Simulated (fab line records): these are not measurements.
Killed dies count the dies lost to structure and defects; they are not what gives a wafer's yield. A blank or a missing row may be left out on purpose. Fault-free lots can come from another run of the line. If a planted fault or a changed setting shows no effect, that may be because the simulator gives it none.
Split-lot trial -- flow n5 finfet -- 7 lots, 21 wafers read, on a route of 1938 steps

== ABOUT THE SPLIT ==
At N5_WELL_APT_COAT_02 (resist thk 950 nm), the setting spin rpm was moved away from the recipe's 1357 rpm on 10 of the 21 wafers read, by -6.6% to +11.3%. For the rest of the wafers, this setting stayed at what the recipe calls for.

The split's own step is where the reading is taken.

== THE READING ==
coat_of_WELL_APT_COAT_02.thk nm (the simulator's own value, which no gauge read), in nm, at N5_WELL_APT_COAT_02 (resist thk 950 nm). No usual value for it is given in the file. The 11 wafers here that ran the recipe average 950.4 nm, standard deviation 4.1 nm.

wafer,"tool, chamber at the split","spin rpm as run, rpm",against the recipe,"coat_of_WELL_APT_COAT_02.thk nm, nm",against lot-mates on the recipe
L084.3,"litho track-04, 0",1456,+7.3%,924.1,-30.5
L084.4,"litho track-04, 0",1357,recipe,954.6,-
L084.5,"litho track-04, 0",1456,+7.3%,917.8,-36.8
L087.1,"litho track-03, 0",1267,-6.6%,987.6,+33.1
L087.5,"litho track-03, 0",1357,recipe,954.5,-
L087.6,"litho track-03, 0",1267,-6.6%,989.2,+34.7
L088.1,"litho track-04, 0",1288,-5.1%,973.1,+25.1
L088.4,"litho track-04, 0",1288,-5.1%,975.1,+27.1
L088.5,"litho track-04, 0",1357,recipe,948,-
L090.1,"litho track-01, 0",1453,+7.1%,918.3,-29.7
L090.2,"litho track-01, 0",1357,recipe,950.5,-
L090.5,"litho track-01, 0",1357,recipe,945.5,-
L093.2,"litho track-04, 0",1357,recipe,952.1,-
L093.4,"litho track-04, 0",1357,recipe,952.3,-
L093.5,"litho track-04, 0",1439,+6.0%,927.3,-24.9
L095.1,"litho track-04, 0",1510,+11.3%,906.2,-52.0
L095.2,"litho track-04, 0",1357,recipe,958.2,-
L095.5,"litho track-04, 0",1510,+11.3%,907.1,-51.1
L096.3,"litho track-01, 0",1357,recipe,946.1,-
L096.5,"litho track-01, 0",1357,recipe,945.5,-
L096.6,"litho track-01, 0",1357,recipe,946.8,-

THE FIT
A straight line over all 21 wafers: coat_of_WELL_APT_COAT_02.thk nm changes by -4.39 nm for each +1% of spin rpm; r = -0.98; the points scatter about the line by 4.5 nm.
The same after taking each lot's own level away (the mean of its wafers on the recipe; 21 wafers): -4.7 nm for each +1%; r = -1.00; scatter 1.9 nm.
The reading moves by 53 nm for the largest change in spin rpm, on that fit.
The span of the lots' own levels, 946.13 to 958.20 nm, comes to 2.9 times the standard deviation stated above.
The two slopes are in agreement: the lot-to-lot level therefore moves the slope only a little.
Check: for one of the wafers moved furthest among these (+11.3%), held out of the fit, the line's prediction against its lot-mates is -51.9 nm. It came out at -52 nm against them.

== FURTHER SPLITS ON THESE WAFERS ==
Before the reading, these wafers also passed through other splits. Each is held against what the fit with the lots' levels taken away leaves over:
other split on the same wafers,wafers away from the commonest value,r with coat_of_WELL_APT_COAT_02.thk nm (lot level and that fit taken away)
N5_ZERO_LAYER_ETCH_18 icp w,5,+0.44

== FILE'S OWN FIT ==
coat_of_WELL_APT_COAT_02.thk nm changes by -4.59 nm for each +1% of spin rpm, r = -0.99.
